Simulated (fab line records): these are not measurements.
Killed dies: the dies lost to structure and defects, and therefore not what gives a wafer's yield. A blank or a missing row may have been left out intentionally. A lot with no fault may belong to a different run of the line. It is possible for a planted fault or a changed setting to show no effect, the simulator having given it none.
fab line records	flow nandHarc
[record] lots = 13	wafers = 39	lastDay = 33
route steps=1302 shown A_START@389 A_ZERO_WELL@405 A_ONON_D1@424 END@1302
lots with no fault: from the same line, run without faults
startH: hours from the record's first day to the start of the lot's first wafer shown	waitH: hours from the lot's prior step to this one	" identical to the entry in the row above	L1.1+2: several wafers, shown together as one row	- either no value or no given start	* or withheld: withheld	< > ~ a bound
route shown NAME@n: a module of which the file shows steps, and the number in the route of the first	usual: average and standard deviation across the fault-free wafers	same: alike in all rows	chamber/n: place in a boat	sites: readings site by site	_std_site: their standard deviation	_edge_site: mean of outer sites minus mean of inner sites	radiusMm: for every site, how far away it sits from the centre of the wafer	mask NAME#n: copy n	behind: the most recent tool/chamber to have shaped the wafer	hold: what put the lot on hold/how long, in hours/how the hold closed	device: which transistor (n, p or np) failed to switch	end of line: the tests these same wafers got at the end of their route	a step without rows: its recipe alone	killed: dies lost to structure and defects at the first sort, not the wafer's yield	map: a wafer's dies, marking killed ones x, the rest . and places with no die _
set.NAME: setting as actually run; set.NAME@STEP: the setting as run at that earlier step	model.NAME: the simulator's own value behind a step, which no gauge read
one table for each step of the route and one row for each wafer, over a sample of lots
services: a tool's chamber out of use, with start hour (startH, from the record's first day; less than 0 if before it), hours out, and reason
[[steps]]
[step NHARC_A_START_INSPECT_01]
[usual] rawDefectCount = 3.6/2
lot.wafer	tool	chamber	startH	waitH	rawDefectCount
L424.2	defectInspect-01	-	139.68	-	6
L424.3	"	-	"	"	3
L424.5	"	-	"	"	1
L425.1	defectInspect-01	-	147.85	-	4
L425.4	"	-	"	"	3
L425.6	"	-	"	"	6
L426.2	defectInspect-01	-	162.99	-	3
L426.4	"	-	"	"	3
L426.5	"	-	"	"	0
L427.1	defectInspect-02	-	164.08	-	2
L427.2	"	-	"	"	5
L427.5	"	-	"	"	5
L431.2	defectInspect-01	-	215.05	-	3
L431.4	"	-	"	"	6
L431.5	"	-	"	"	3
L432.2	defectInspect-01	-	221.82	-	7
L432.5	"	-	"	"	7
L432.6	"	-	"	"	4
L433.1	defectInspect-01	-	232.18	-	2
L433.4	"	-	"	"	6
L433.6	"	-	"	"	7
L435.3	defectInspect-01	-	241.79	-	2
L435.4	"	-	"	"	1
L435.5	"	-	"	"	3
L440.1	defectInspect-02	-	299.97	-	6
L440.3	"	-	"	"	3
L440.4	"	-	"	"	4
L441.2	defectInspect-01	-	308.71	-	2
L441.5	"	-	"	"	8
L441.6	"	-	"	"	4
L443.2	defectInspect-01	-	324.95	-	2
L443.3	"	-	"	"	4
L443.5	"	-	"	"	4
L444.1	defectInspect-01	-	338.87	-	0
L444.4	"	-	"	"	5
L444.5	"	-	"	"	5
L446.1	defectInspect-02	-	358.69	-	5
L446.5	"	-	"	"	3
L446.6	"	-	"	"	0
[step NHARC_A_ZERO_WELL_ETCH_13]
[recipe] targetDepthA = 1200	timeS = 40.1	hbrFlowSccm = 150	cl2FlowSccm = 50	rfW = 400	icpW = 400	biasW = 100	chemistry = HBr/Cl2
[usual] drypumpMotorCurrentA = 5.9/0.49	oesProductAu = 0.998/0.0087	rfFwdPowerW = 394.3/2.1	throttleValvePct = 26.406/0.0088
[same] timeS = 40.1
lot.wafer	tool	chamber	startH	waitH	drypumpMotorCurrentA	oesProductAu	rfFwdPowerW	rfHoursCounterH	throttleValvePct
L424.3	rieSi-02	3	140.75	-	6.8	1.011	392.8	0.2	26.409
L424.2	"	0	"	"	5.4	1.008	391.3	0.2	26.397
L424.5	"	0	"	"	5.4	1.000	392.1	-	26.403
L425.1	rieSi-01	1	149.05	-	5.5	0.992	395.9	0.8	26.401
L425.4	"	2	"	"	5.4	0.993	390.7	0.7	26.417
L425.6	"	2	"	"	5.4	0.991	393.5	-	26.417
L426.2	rieSi-05	1	164.19	-	6.0	0.987	398.2	0.2	26.403
L426.4	"	3	"	"	6.3	1.005	393.4	0.2	26.420
L426.5	"	2	"	"	6.3	1.001	396.0	-	26.423
L427.2	rieSi-02	1	165.16	-	5.3	0.987	393.8	0.4	26.395
L427.1	"	0	"	"	5.4	0.994	392.0	0.4	26.399
L427.5	"	1	"	"	5.2	0.985	393.2	-	26.413
L431.4	rieSi-02	2	216.13	-	5.6	1.019	396.2	0.7	26.401
L431.2	"	1	"	"	5.3	0.989	394.6	0.7	26.396
L431.5	"	2	"	"	5.7	1.009	395.2	-	26.398
L432.2	rieSi-02	3	223.06	-	6.8	0.994	392.3	0.7	26.412
L432.5	"	1	"	"	5.2	0.980	394.9	-	26.405
L432.6	"	2	"	"	5.6	1.008	395.1	-	26.395
L433.4	rieSi-01	0	233.40	-	5.9	0.993	392.6	0.2	26.404
L433.1	"	1	"	"	5.5	0.998	396.4	0.2	26.404
L433.6	"	0	"	"	5.9	1.009	394.1	-	26.398
L435.3	rieSi-02	3	242.86	-	6.8	1.003	390.7	0.8	26.421
L435.4	"	0	"	"	5.4	0.993	391.3	0.7	26.409
L435.5	"	3	"	"	6.8	1.001	390.4	-	26.413
L440.1	rieSi-05	1	301.17	-	6.0	0.986	396.8	1.0	26.403
L440.3	"	2	"	"	6.3	1.006	394.2	1.0	26.397
L440.4	"	0	"	"	6.1	0.985	396.6	1.2	26.389
L441.2	rieSi-02	0	309.91	-	5.4	1.011	394.4	0.2	26.403
L441.6	"	0	"	"	5.4	1.010	393.5	-	26.408
L441.5	"	1	"	"	5.3	0.983	395.6	-	26.402
L443.2	rieSi-02	2	326.15	-	5.6	1.003	393.0	0.2	26.412
L443.3	"	0	"	"	5.4	1.012	391.0	0.3	26.414
L443.5	"	2	"	"	5.7	0.998	393.2	-	26.399
L444.4	rieSi-01	2	340.07	-	5.4	0.999	394.4	0.9	26.423
L444.1	"	1	"	"	5.5	0.999	396.5	0.9	26.394
L444.5	"	3	"	"	6.4	0.989	393.6	-	26.396
L446.1	rieSi-02	1	359.89	-	5.2	0.992	395.0	0.5	26.404
L446.5	"	1	"	"	5.2	0.989	393.8	-	26.399
L446.6	"	2	"	"	5.7	1.005	395.1	-	26.421
[step NHARC_A_ONON_D1_DEP_00]
[recipe] targetThkA = 10000	n2FlowSccm = 2750	n2oFlowSccm = 2000	nh3FlowSccm = 500	sih4FlowSccm = 210	tempC = 400
lot.wafer	tool	chamber	startH	waitH
L424.2+3+5	pecvdOnon-02	0	165.04	0.1
L425.1+4+6	pecvdOnon-02	0	170.58	0.1
L427.1+2+5	pecvdOnon-04	0	185.18	0.1
L426.2+4+5	pecvdOnon-01	0	185.26	0.1
L431.2+4+5	pecvdOnon-01	0	236.41	0.1
L432.2+5+6	pecvdOnon-04	0	246.87	0.1
L433.1+4+6	pecvdOnon-02	0	254.46	0.1
L435.3+4+5	pecvdOnon-02	0	263.23	0.2
L440.1+3+4	pecvdOnon-02	0	323.06	0.1
L441.2+5+6	pecvdOnon-02	0	342.89	0.1
L443.2+3+5	pecvdOnon-02	0	346.55	0.1
L444.1+4+5	pecvdOnon-02	0	361.11	0.1
L446.1+5+6	pecvdOnon-02	0	381.54	0.1
[step NHARC_A_ONON_D1_THK_MEAS_02]
[recipe] thkMeasGauge = ellipsometry
[usual] thkNm = 1003/10
lot.wafer	tool	chamber	startH	waitH	thkNm
L424.2	filmMetro-02	-	165.49	-	996
L424.3	"	-	"	"	995
L424.5	"	-	"	"	995
L425.1	filmMetro-01	-	171.09	-	1005
L425.4	"	-	"	"	1004
L425.6	"	-	"	"	1004
L427.1	filmMetro-01	-	185.70	-	1016
L427.2	"	-	"	"	1017
L427.5	"	-	"	"	1017
L426.2	filmMetro-02	-	185.71	-	1007
L426.4	"	-	"	"	1007
L426.5	"	-	"	"	1008
L431.2	filmMetro-01	-	236.86	-	981
L431.4	"	-	"	"	980
L431.5	"	-	"	"	981
L432.2	filmMetro-01	-	247.32	-	1016
L432.5	"	-	"	"	1015
L432.6	"	-	"	"	1016
L433.1	filmMetro-01	-	254.97	-	1107
L433.4	"	-	"	"	1107
L433.6	"	-	"	"	1109
L435.3	filmMetro-02	-	263.63	-	1087
L435.4	"	-	"	"	1086
L435.5	"	-	"	"	1088
L440.1	filmMetro-02	-	323.57	-	1020
L440.3	"	-	"	"	1018
L440.4	"	-	"	"	1018
L441.2	filmMetro-01	-	343.35	-	998
L441.5	"	-	"	"	997
L441.6	"	-	"	"	998
L443.2	filmMetro-01	-	347.00	-	1005
L443.3	"	-	"	"	1006
L443.5	"	-	"	"	1005
L444.1	filmMetro-02	-	361.62	-	1006
L444.4	"	-	"	"	1007
L444.5	"	-	"	"	1004
L446.1	filmMetro-01	-	382.05	-	1016
L446.5	"	-	"	"	1015
L446.6	"	-	"	"	1016
[step NHARC_A_ONON_D1_THK_MEAS_05]
[recipe] thkMeasGauge = ellipsometry
[usual] thkNm = 1001/11
lot.wafer	tool	chamber	startH	waitH	thkNm
L424.2	filmMetro-02	-	166.06	-	982
L424.3	"	-	"	"	982
L424.5	"	-	"	"	981
L425.1	filmMetro-01	-	171.67	-	1005
L425.4	"	-	"	"	1005
L425.6	"	-	"	"	1004
L427.1	filmMetro-02	-	186.26	-	1020
L427.2	"	-	"	"	1019
L427.5	"	-	"	"	1019
L426.2	filmMetro-01	-	186.39	-	1002
L426.4	"	-	"	"	1003
L426.5	"	-	"	"	1001
L431.2	filmMetro-02	-	237.42	-	989
L431.4	"	-	"	"	991
L431.5	"	-	"	"	991
L432.2	filmMetro-01	-	247.88	-	1010
L432.5	"	-	"	"	1012
L432.6	"	-	"	"	1012
L433.1	filmMetro-02	-	255.53	-	1003
L433.4	"	-	"	"	1004
L433.6	"	-	"	"	1003
L435.3	filmMetro-01	-	264.20	-	993
L435.4	"	-	"	"	993
L435.5	"	-	"	"	993
L440.1	filmMetro-01	-	324.13	-	1005
L440.3	"	-	"	"	1004
L440.4	"	-	"	"	1005
L441.2	filmMetro-02	-	343.92	-	988
L441.5	"	-	"	"	987
L441.6	"	-	"	"	988
L443.2	filmMetro-01	-	347.57	-	1022
L443.3	"	-	"	"	1022
L443.5	"	-	"	"	1022
L444.1	filmMetro-01	-	362.19	-	987
L444.4	"	-	"	"	986
L444.5	"	-	"	"	987
L446.1	filmMetro-01	-	382.63	-	990
L446.5	"	-	"	"	989
L446.6	"	-	"	"	990
[step NHARC_END_SORT_01]
[recipe] tempC = 25
[usual] killedAtArray = 58/17	killedAtOther = 1.0/1.4	killedAtPeriphery = 3.6/2.4	killedDies = 62/17	killedOpen = 3.4/2	killedShort = 2.2/1.6
[same] grossDies = 677
lot.wafer	tool	chamber	startH	waitH	killedAtArray	killedAtOther	killedAtPeriphery	killedDies	killedOpen	killedShort
L425.1	prober-01	0	572.82	2.5	50	0	4	54	1	3
L425.4	prober-01	0	575.23	3.4	53	0	2	55	2	4
L425.6	prober-01	0	576.83	4.0	51	0	2	53	1	1
L427.1	prober-02	0	572.88	2.5	62	3	3	68	2	2
L427.2	prober-02	0	573.68	2.8	73	2	3	78	2	1
L427.5	prober-02	0	576.10	3.7	66	0	1	67	0	2
L424.2	prober-01	0	581.43	2.8	62	1	2	65	5	3
L424.3	prober-01	0	582.23	3.1	54	7	2	63	0	4
L424.5	prober-01	0	583.84	3.7	85	5	2	92	3	4
L426.2	prober-02	0	584.50	2.8	69	0	8	77	1	4
L426.4	prober-02	0	586.08	3.4	63	1	3	67	0	2
L426.5	prober-02	0	586.88	3.7	63	0	0	63	3	0
L431.2	prober-01	0	641.99	2.8	54	0	10	64	9	5
L431.4	prober-01	0	643.64	3.5	60	0	3	63	4	2
L431.5	prober-01	0	644.46	3.8	65	0	7	72	6	1
L433.1	prober-02	0	657.37	2.5	44	0	2	46	3	1
L433.4	prober-02	0	659.75	3.4	43	0	2	45	4	0
L433.6	prober-02	0	661.34	4.0	33	0	1	34	0	1
L432.2	prober-02	0	665.99	2.8	62	3	3	68	3	1
L432.5	prober-02	0	668.40	3.7	60	1	1	62	2	2
L432.6	prober-02	0	669.21	4.0	69	0	3	72	3	2
L435.3	prober-01	0	666.70	3.1	52	2	6	60	1	7
L435.4	prober-01	0	667.50	3.4	59	0	7	66	3	1
L435.5	prober-01	0	668.30	3.7	42	3	1	46	1	1
L440.1	prober-02	0	709.60	2.5	23	0	3	26	1	1
L440.3	prober-02	0	711.22	3.1	22	0	6	28	2	3
L440.4	prober-02	0	712.03	3.4	18	2	8	28	5	4
L443.2	prober-01	0	739.85	2.8	51	0	5	56	3	3
L443.3	prober-01	0	740.66	3.1	52	1	4	57	7	2
L443.5	prober-01	0	742.27	3.7	54	0	3	57	4	1
L441.2	prober-01	0	747.73	2.8	94	3	1	98	4	1
L441.5	prober-01	0	750.11	3.7	102	1	2	105	1	1
L441.6	prober-01	0	750.91	4.0	93	0	4	97	2	2
L444.1	prober-02	0	755.52	2.5	67	2	10	79	4	4
L444.4	prober-02	0	757.93	3.4	69	1	2	72	1	3
L444.5	prober-02	0	758.73	3.7	57	0	0	57	3	2
L446.1	prober-02	0	777.36	2.5	58	1	3	62	4	5
L446.5	prober-02	0	780.53	3.7	61	0	0	61	7	0
L446.6	prober-02	0	781.32	4.0	55	1	3	59	4	1
// killed by level:class
L425.1 A_CHANNEL_HOLE_D1:chamberFilmFlake=31 A_CHANNEL_HOLE_D2:chamberFilmFlake=9 P_GATE:chamberFilmFlake=3 A_ONON_D2:geometricParticle:short=2 A_SLIT:chamberFilmFlake=2 A_WL_FILL:chamberFilmFlake=2 A_CHANNEL_FILL_D1:geometricParticle:short=1 A_SGD_CUT:geometricParticle:open=1
L427.1 A_CHANNEL_HOLE_D2:chamberFilmFlake=25 A_SLIT:chamberFilmFlake=25 A_CONTACT:chamberFilmFlake=3 THIN_TSV:chamberFilmFlake=3 A_ONON_D2:geometricParticle:short=2 P_M2:chamberFilmFlake=2 A_CHANNEL_HOLE_D1:chamberFilmFlake=2 A_BLC:chamberFilmFlake=2
L427.2 A_CHANNEL_HOLE_D2:chamberFilmFlake=35 A_SLIT:chamberFilmFlake=27 A_BLC:chamberFilmFlake=4 A_WL_FILL:chamberFilmFlake=3 P_M2:chamberFilmFlake=2 A_CONTACT:chamberFilmFlake=2 THIN_TSV:chamberFilmFlake=2 P_M0:geometricParticle:open=1
L425.4 A_CHANNEL_HOLE_D1:chamberFilmFlake=26 A_SLIT:chamberFilmFlake=8 A_CHANNEL_HOLE_D2:chamberFilmFlake=6 A_WL_FILL:chamberFilmFlake=3 A_STAIRCASE:chamberFilmFlake=2 A_ONON_D1:geometricParticle:short=1 A_CHANNEL_FILL_D1:geometricParticle:short=1 A_ONON_D2:geometricParticle:short=1
L427.5 A_CHANNEL_HOLE_D2:chamberFilmFlake=35 A_SLIT:chamberFilmFlake=20 A_STAIRCASE:chamberFilmFlake=3 A_CHANNEL_HOLE_D1:chamberFilmFlake=2 A_CHANNEL_FILL_D1:chamberFilmFlake=2 A_WL_FILL:chamberFilmFlake=2 P_STI:geometricParticle:short=1 A_SOURCE_PLATE:geometricParticle:short=1
L425.6 A_CHANNEL_HOLE_D1:chamberFilmFlake=26 A_CHANNEL_HOLE_D2:chamberFilmFlake=14 A_SLIT:chamberFilmFlake=4 A_STAIRCASE:chamberFilmFlake=2 A_SGD_CUT:chamberFilmFlake=2 A_CONTACT:chamberFilmFlake=2 P_M0:geometricParticle:open=1 A_ONON_D1:geometricParticle:short=1
L424.2 A_CHANNEL_HOLE_D1:chamberFilmFlake=27 A_SLIT:chamberFilmFlake=19 A_CONTACT:chamberFilmFlake=5 A_CHANNEL_HOLE_D2:chamberFilmFlake=4 A_CHANNEL_FILL_D2:geometricParticle:open=2 P_GATE:geometricParticle:open=1 P_M2:geometricParticle:open=1 A_DECK1_JOINT:geometricParticle:short=1
L424.3 A_CHANNEL_HOLE_D1:chamberFilmFlake=20 A_SLIT:chamberFilmFlake=20 A_CONTACT:chamberFilmFlake=7 THIN_TSV:chamberFilmFlake=7 A_CHANNEL_HOLE_D2:chamberFilmFlake=3 A_STAIRCASE:chamberFilmFlake=2 P_GATE:geometricParticle:short=1 P_M1:geometricParticle:short=1
L424.5 A_CHANNEL_HOLE_D1:chamberFilmFlake=32 A_SLIT:chamberFilmFlake=28 A_CONTACT:chamberFilmFlake=9 A_CHANNEL_HOLE_D2:chamberFilmFlake=7 THIN_TSV:chamberFilmFlake=5 A_DECK1_JOINT:geometricParticle:short=2 P_M0:geometricParticle:open=1 A_CHANNEL_FILL_D1:geometricParticle:open=1
L426.2 A_CHANNEL_HOLE_D1:chamberFilmFlake=32 A_SLIT:chamberFilmFlake=22 A_CHANNEL_HOLE_D2:chamberFilmFlake=7 P_M2:chamberFilmFlake=4 A_CONTACT:chamberFilmFlake=3 P_GATE:geometricParticle:short=2 A_CHANNEL_FILL_D1:geometricParticle:short=2 A_DECK1_JOINT:geometricParticle:open=1
L426.4 A_CHANNEL_HOLE_D1:chamberFilmFlake=31 A_SLIT:chamberFilmFlake=20 A_CHANNEL_HOLE_D2:chamberFilmFlake=8 A_CONTACT:chamberFilmFlake=2 P_M1:geometricParticle:short=1 STARTING-WAFER:geometricParticle:short=1 P_GATE:chamberFilmFlake=1 P_M2:chamberFilmFlake=1
L426.5 A_CHANNEL_HOLE_D1:chamberFilmFlake=24 A_SLIT:chamberFilmFlake=24 A_CHANNEL_HOLE_D2:chamberFilmFlake=8 A_CONTACT:chamberFilmFlake=3 A_WL_FILL:geometricParticle:open=2 A_SLIT:geometricParticle:open=1 A_STAIRCASE:chamberFilmFlake=1
L431.2 A_SLIT:chamberFilmFlake=32 A_CHANNEL_HOLE_D2:chamberFilmFlake=6 A_STAIRCASE:chamberFilmFlake=4 P_M0:geometricParticle:short=2 A_BLC:geometricParticle:open=2 P_BONDPAD:chamberFilmFlake=2 A_CHANNEL_HOLE_D1:chamberFilmFlake=2 P_CONTACT:geometricParticle:short=1
L431.4 A_SLIT:chamberFilmFlake=32 A_CHANNEL_HOLE_D2:chamberFilmFlake=5 A_STAIRCASE:chamberFilmFlake=5 A_WL_FILL:chamberFilmFlake=3 A_CHANNEL_HOLE_D1:chamberFilmFlake=2 A_DECK1_JOINT:chamberFilmFlake=2 A_CHANNEL_FILL_D2:chamberFilmFlake=2 A_CONTACT:chamberFilmFlake=2
L431.5 A_SLIT:chamberFilmFlake=32 A_CHANNEL_HOLE_D2:chamberFilmFlake=11 A_STAIRCASE:chamberFilmFlake=8 A_CHANNEL_HOLE_D1:chamberFilmFlake=5 A_CHANNEL_FILL_D2:geometricParticle:open=2 P_ZERO_WELL:chamberFilmFlake=2 P_BONDPAD:chamberFilmFlake=2 A_CHANNEL_FILL_D2:chamberFilmFlake=2
L433.1 A_CHANNEL_HOLE_D2:chamberFilmFlake=22 A_CHANNEL_HOLE_D1:chamberFilmFlake=9 A_STAIRCASE:chamberFilmFlake=5 A_ZERO_WELL:chamberFilmFlake=2 P_STI:chamberFilmFlake=1 A_CHANNEL_HOLE_D1:geometricParticle:short=1 A_CHANNEL_FILL_D1:geometricParticle:open=1 A_SGD_CUT:geometricParticle:open=1
L433.4 A_CHANNEL_HOLE_D2:chamberFilmFlake=19 A_CHANNEL_HOLE_D1:chamberFilmFlake=9 A_ZERO_WELL:chamberFilmFlake=4 A_STAIRCASE:chamberFilmFlake=4 A_CONTACT:chamberFilmFlake=3 P_CONTACT:geometricParticle:open=2 A_DECK1_JOINT:geometricParticle:open=1 A_WL_FILL:geometricParticle:open=1
L433.6 A_CHANNEL_HOLE_D2:chamberFilmFlake=12 A_CHANNEL_HOLE_D1:chamberFilmFlake=10 A_ZERO_WELL:chamberFilmFlake=2 A_WL_FILL:chamberFilmFlake=2 A_CONTACT:chamberFilmFlake=2 A_WL_FILL:geometricParticle:short=1 P_BONDPAD:chamberFilmFlake=1 A_CHANNEL_FILL_D1:chamberFilmFlake=1
L432.2 A_CHANNEL_HOLE_D1:chamberFilmFlake=27 A_CHANNEL_HOLE_D2:chamberFilmFlake=14 A_STAIRCASE:chamberFilmFlake=7 A_SLIT:chamberFilmFlake=4 P_ZERO_WELL:chamberFilmFlake=3 A_CONTACT:chamberFilmFlake=3 A_ONON_D1:geometricParticle:open=2 A_CHANNEL_FILL_D2:chamberFilmFlake=2
L435.3 A_CHANNEL_HOLE_D1:chamberFilmFlake=35 A_WL_FILL:geometricParticle:short=4 P_BONDPAD:chamberFilmFlake=3 A_SLIT:chamberFilmFlake=3 A_SGD_CUT:chamberFilmFlake=2 A_WL_FILL:chamberFilmFlake=2 A_CONTACT:chamberFilmFlake=2 P_GATE:geometricParticle:open=1
L435.4 A_CHANNEL_HOLE_D1:chamberFilmFlake=39 A_WL_FILL:chamberFilmFlake=5 A_CONTACT:chamberFilmFlake=4 A_SGD_CUT:chamberFilmFlake=4 P_BONDPAD:chamberFilmFlake=3 A_SLIT:chamberFilmFlake=3 P_GATE:geometricParticle:open=1 P_M0:geometricParticle:open=1
L435.5 A_CHANNEL_HOLE_D1:chamberFilmFlake=30 A_SGD_CUT:chamberFilmFlake=3 A_CONTACT:chamberFilmFlake=2 A_STAIRCASE:chamberFilmFlake=2 THIN_TSV:chamberFilmFlake=2 A_DECK1_JOINT:geometricParticle:open=1 A_WL_FILL:geometricParticle:short=1 P_BONDPAD:chamberFilmFlake=1
L432.5 A_CHANNEL_HOLE_D1:chamberFilmFlake=32 A_CHANNEL_HOLE_D2:chamberFilmFlake=15 A_STAIRCASE:chamberFilmFlake=5 A_SLIT:chamberFilmFlake=3 P_STI:geometricParticle:short=1 A_DECK1_JOINT:geometricParticle:open=1 A_CHANNEL_FILL_D2:geometricParticle:short=1 A_SGD_CUT:geometricParticle:open=1
L432.6 A_CHANNEL_HOLE_D1:chamberFilmFlake=26 A_CHANNEL_HOLE_D2:chamberFilmFlake=24 A_STAIRCASE:chamberFilmFlake=9 A_CONTACT:chamberFilmFlake=3 A_SLIT:chamberFilmFlake=2 P_CONTACT:geometricParticle:open=1 A_CHANNEL_FILL_D2:geometricParticle:short=1 A_SGD_CUT:geometricParticle:short=1
L440.1 A_CHANNEL_HOLE_D1:chamberFilmFlake=13 A_SLIT:chamberFilmFlake=3 A_CONTACT:chamberFilmFlake=3 P_GATE:chamberFilmFlake=2 A_CHANNEL_FILL_D1:chamberFilmFlake=2 P_M0:geometricParticle:short=1 A_WL_FILL:geometricParticle:open=1 A_CHANNEL_HOLE_D2:chamberFilmFlake=1
L440.3 A_CHANNEL_HOLE_D1:chamberFilmFlake=12 A_SLIT:chamberFilmFlake=3 A_CONTACT:chamberFilmFlake=3 P_STI:chamberFilmFlake=2 P_GATE:chamberFilmFlake=2 P_M0:geometricParticle:short=1 A_ONON_D1:geometricParticle:short=1 A_CHANNEL_HOLE_D1:geometricParticle:open=1
L440.4 A_CHANNEL_HOLE_D1:chamberFilmFlake=7 P_STI:chamberFilmFlake=4 A_SLIT:chamberFilmFlake=3 A_CHANNEL_HOLE_D1:geometricParticle:open=2 A_WL_FILL:geometricParticle:open=2 P_GATE:chamberFilmFlake=2 A_ONON_D1:geometricParticle:short=1 A_CHANNEL_HOLE_D1:geometricParticle:short=1
L443.2 A_SLIT:chamberFilmFlake=28 A_CONTACT:chamberFilmFlake=7 A_CHANNEL_HOLE_D1:chamberFilmFlake=6 P_GATE:chamberFilmFlake=4 A_ONON_D1:geometricParticle:short=2 A_ZERO_WELL:chamberFilmFlake=2 A_DECK1_JOINT:chamberFilmFlake=2 P_M0:geometricParticle:open=1
L443.3 A_SLIT:chamberFilmFlake=25 A_CHANNEL_HOLE_D1:chamberFilmFlake=7 A_CONTACT:chamberFilmFlake=7 P_GATE:chamberFilmFlake=3 A_ONON_D2:geometricParticle:short=2 P_GATE:geometricParticle:open=1 A_CHANNEL_FILL_D1:geometricParticle:open=1 A_CHANNEL_FILL_D2:geometricParticle:open=1
L443.5 A_SLIT:chamberFilmFlake=29 A_CHANNEL_HOLE_D1:chamberFilmFlake=12 A_CONTACT:chamberFilmFlake=6 A_CHANNEL_FILL_D1:geometricParticle:open=2 P_ZERO_WELL:chamberFilmFlake=2 A_DECK1_JOINT:geometricParticle:short=1 A_CHANNEL_FILL_D2:geometricParticle:open=1 A_M1:geometricParticle:open=1
L441.2 A_SLIT:chamberFilmFlake=37 A_CHANNEL_HOLE_D1:chamberFilmFlake=24 A_CHANNEL_HOLE_D2:chamberFilmFlake=24 A_STAIRCASE:chamberFilmFlake=2 THIN_TSV:chamberFilmFlake=2 A_ONON_D1:geometricParticle:open=1 A_ONON_D1:geometricParticle:short=1 A_CHANNEL_FILL_D1:geometricParticle:open=1
L441.5 A_SLIT:chamberFilmFlake=38 A_CHANNEL_HOLE_D2:chamberFilmFlake=30 A_CHANNEL_HOLE_D1:chamberFilmFlake=29 P_M2:chamberFilmFlake=2 A_CONTACT:chamberFilmFlake=2 A_CHANNEL_HOLE_D1:geometricParticle:short=1 A_WL_FILL:geometricParticle:open=1 A_ZERO_WELL:chamberFilmFlake=1
L441.6 A_SLIT:chamberFilmFlake=37 A_CHANNEL_HOLE_D1:chamberFilmFlake=27 A_CHANNEL_HOLE_D2:chamberFilmFlake=18 P_GATE:chamberFilmFlake=3 A_WL_FILL:chamberFilmFlake=2 A_ZERO_WELL:chamberFilmFlake=2 A_CONTACT:chamberFilmFlake=2 P_M0:geometricParticle:open=1
L444.1 A_CHANNEL_HOLE_D2:chamberFilmFlake=34 A_CHANNEL_HOLE_D1:chamberFilmFlake=13 A_SLIT:chamberFilmFlake=7 P_M2:chamberFilmFlake=5 A_WL_FILL:chamberFilmFlake=3 A_BONDPAD:chamberFilmFlake=3 A_CONTACT:chamberFilmFlake=2 THIN_TSV:chamberFilmFlake=2
L444.4 A_CHANNEL_HOLE_D2:chamberFilmFlake=34 A_CHANNEL_HOLE_D1:chamberFilmFlake=17 A_SLIT:chamberFilmFlake=5 A_CONTACT:chamberFilmFlake=4 A_STAIRCASE:chamberFilmFlake=3 P_M2:chamberFilmFlake=2 A_SOURCE_PLATE:geometricParticle:short=1 A_DECK1_JOINT:geometricParticle:short=1
L444.5 A_CHANNEL_HOLE_D2:chamberFilmFlake=26 A_CHANNEL_HOLE_D1:chamberFilmFlake=9 A_SLIT:chamberFilmFlake=5 A_BONDPAD:chamberFilmFlake=4 A_CHANNEL_FILL_D1:chamberFilmFlake=2 A_STAIRCASE:chamberFilmFlake=2 A_SOURCE_PLATE:geometricParticle:open=1 A_ONON_D1:geometricParticle:open=1
L446.1 A_SLIT:chamberFilmFlake=30 A_CHANNEL_HOLE_D2:chamberFilmFlake=14 A_CONTACT:chamberFilmFlake=6 P_M0:geometricParticle:open=1 A_CHANNEL_HOLE_D1:geometricParticle:short=1 A_DECK1_JOINT:geometricParticle:short=1 A_CHANNEL_FILL_D2:geometricParticle:short=1 A_WL_FILL:geometricParticle:open=1
L446.5 A_CHANNEL_HOLE_D2:chamberFilmFlake=26 A_SLIT:chamberFilmFlake=21 A_CONTACT:chamberFilmFlake=3 A_M1:geometricParticle:open=3 A_STAIRCASE:chamberFilmFlake=3 A_CHANNEL_FILL_D1:geometricParticle:open=1 A_DECK1_JOINT:geometricParticle:open=1 A_ONON_D2:geometricParticle:open=1
L446.6 A_CHANNEL_HOLE_D2:chamberFilmFlake=27 A_SLIT:chamberFilmFlake=16 A_STAIRCASE:chamberFilmFlake=7 A_ONON_D2:geometricParticle:open=2 P_GATE:chamberFilmFlake=2 A_CONTACT:chamberFilmFlake=2 P_BONDPAD:geometricParticle:open=1 A_WL_FILL:geometricParticle:open=1
[[services]]
tool	chamber	startH	hours	kind
rieSi-05	-	128.00	9.0	pm
pecvdOnon-04	-	130.14	13.0	pm
pecvdOnon-04	-	156.33	2.2	repair
rieSi-01	0	160.16	30.1	repair
rieSi-05	0	166.33	4.1	repair
rieSi-02	-	173.73	1.3	repair
pecvdOnon-02	-	185.05	13.0	pm
rieSi-05	3	187.47	11.6	repair
rieSi-01	-	193.00	9.0	pm
rieSi-05	1	204.08	2.2	repair
rieSi-02	1	240.69	1.3	repair
pecvdOnon-01	-	269.29	13.0	pm
rieSi-02	-	277.00	9.0	pm
rieSi-02	0	277.00	9.0	ventCycle
rieSi-02	1	277.00	9.0	ventCycle
rieSi-02	2	277.00	9.0	ventCycle
rieSi-05	-	305.00	9.0	pm
rieSi-02	-	307.67	0.7	repair
pecvdOnon-04	-	311.14	13.0	pm
rieSi-01	2	331.00	2.4	repair
rieSi-02	0	333.15	1.3	repair
pecvdOnon-02	-	366.05	13.0	pm
rieSi-05	0	366.49	2.0	repair
rieSi-01	-	370.00	9.0	pm
[[key]]
[firstSign] step = NHARC_A_ONON_D1_THK_MEAS_02	reading = thkNm	direction = up	sigmas = 9.2	usual = 1003	struck = 1097
effect none on later readings
metAt NHARC_A_ONON_D1_DEP_00
struckLots L433,L435
testerLeftOut L433,L435
notActingAt NHARC_A_START_INSPECT_01,NHARC_A_ZERO_WELL_ETCH_13,NHARC_A_ONON_D1_THK_MEAS_05
onsetBetween 170.58 254.46
[fault] kind = processParameterDrift	tool = pecvdOnon-02	chamber = -	onsetH = 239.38	steps = NHARC_A_ONON_D1_DEP_00	channel = targetThkA	offset = *	shape = step	endH = 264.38	actsIn = *	stated = *
// testerLeftOut: of these lots the tester's yield and bins aren't shown, on N5 and GAA mostly nor the transistor test; their killed dies are dies lost to structure and defects alone, not to doping, threshold or leakage, so they don't give the yield
